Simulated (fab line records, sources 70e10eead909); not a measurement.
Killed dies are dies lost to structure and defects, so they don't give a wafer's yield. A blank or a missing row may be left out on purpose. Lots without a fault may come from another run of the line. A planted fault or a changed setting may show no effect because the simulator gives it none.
Which tool did it? | flow nand_harc | 12 lots, 36 wafers sampled, at 4 steps of a route of 1159

WHAT THE GAUGES READ, wafer by wafer
NHARC_A_CHANNEL_HOLE_D1_INSPECT_40.
lot  | measured     | on                | raw_defect_count
L074 | day 9 00:43  | defect_inspect-01 | 44 49 47
L077 | day 9 01:01  | defect_inspect-02 | 71 53 51
L078 | day 9 10:10  | defect_inspect-01 | 56 83 35
L081 | day 10 18:00 | defect_inspect-01 | 40 55 45
L083 | day 10 22:09 | defect_inspect-01 | 97 77 71
L089 | day 11 19:50 | defect_inspect-01 | 70 77 60
L085 | day 11 19:10 | defect_inspect-01 | 40 34 50
L087 | day 12 04:32 | defect_inspect-01 | 59 56 40
L091 | day 12 20:43 | defect_inspect-02 | 66 62 56
L094 | day 13 06:32 | defect_inspect-02 | 34 46 54
L095 | day 13 15:58 | defect_inspect-01 | 34 49 57
L097 | day 14 15:40 | defect_inspect-01 | 51 47 49

WHICH TOOL RAN EACH LOT (tool, then ch and the chambers of the sampled wafers, then the start)
lot  | NHARC_P_BONDPAD_ACTIVATE_29        | NHARC_A_CHANNEL_HOLE_D1_DESCUM_15  | NHARC_A_CHANNEL_HOLE_D1_ETCH_16
L074 | rie_diel-06 ch 0,1,2, day 6 23:43  | rie_diel-02 ch 1,2,3, day 8 17:50  | rie_diel-02 ch 1,2, day 9 00:43 or earlier
L077 | rie_diel-06 ch 0,1,2, day 7 05:17  | rie_diel-05 ch 0,1,2, day 8 18:01  | rie_diel-05 ch 0,1,3, day 9 01:01 or earlier
L078 | rie_diel-08 ch 0,2, day 7 12:12    | rie_diel-05 ch 0,1,2, day 9 02:50  | rie_diel-05 ch 2,3, day 9 10:10 or earlier
L081 | rie_diel-06 ch 1,2, day 8 15:31    | rie_diel-05 ch 2,3, day 10 11:07   | rie_diel-05 ch 0,3, day 10 18:00 or earlier
L083 | rie_diel-06 ch 1,2,3, day 8 17:31  | rie_diel-05 ch 0,2,3, day 10 13:07 | rie_diel-05 ch 1,2,3, day 10 22:09 or earlier
L089 | rie_diel-08 ch 1,2,3, day 9 19:28  | rie_diel-07 ch 1,3, day 11 12:47   | rie_diel-07 ch 1,3, day 11 19:50 or earlier
L085 | rie_diel-06 ch 0,1,2, day 9 22:05  | rie_diel-02 ch 1,2,3, day 11 12:01 | rie_diel-02 ch 1,3, day 11 19:10 or earlier
L087 | rie_diel-06 ch 0,3, day 10 03:19   | rie_diel-05 ch 2,3, day 11 21:38   | rie_diel-05 ch 0,1,2, day 12 04:32 or earlier
L091 | rie_diel-06 ch 0,1,3, day 10 16:40 | rie_diel-07 ch 1,2,3, day 12 13:49 | rie_diel-07 ch 1,2,3, day 12 20:43 or earlier
L094 | rie_diel-01 ch 1,2,3, day 11 03:11 | rie_diel-07 ch 0,1,2, day 12 23:28 | rie_diel-07 ch 0,1,2, day 13 06:32 or earlier
L095 | rie_diel-08 ch 0,1,3, day 11 17:02 | rie_diel-02 ch 0,2,3, day 13 08:43 | rie_diel-02 ch 2,3, day 13 15:58 or earlier
L097 | rie_diel-06 ch 0,1,2, day 12 09:47 | rie_diel-05 ch 0,3, day 14 07:58   | rie_diel-05 ch 1,3, day 14 15:40 or earlier
- NHARC_P_BONDPAD_ACTIVATE_29: chemistry N2, time 60 s.
- NHARC_A_CHANNEL_HOLE_D1_DESCUM_15: chemistry O2, time 3 s.
- NHARC_A_CHANNEL_HOLE_D1_ETCH_16: etches the open film in O2/COS, target depth 3100 nm, time 806 s.

THE ANSWER, worked out from the rows above alone
Rule: what is usual is taken from the lots themselves. Put in order of their means at a reading, lots are off if they are a third of the lots or fewer, leave a main group of 4 or more, and stand apart from it by a gap of 3 or more times the standard deviation of the main group's means; of several such gaps the widest counts. A main group whose means are all the same, to the digits that the tables above print for the reading, isn't used. A lot without any number at a reading at which 4 lots or more have one is off too. The other lots that the step has rows for count as sound.
No lot is off at any reading shown: from this, nothing can be told.

WHAT THE SIMULATOR HAD PUT IN
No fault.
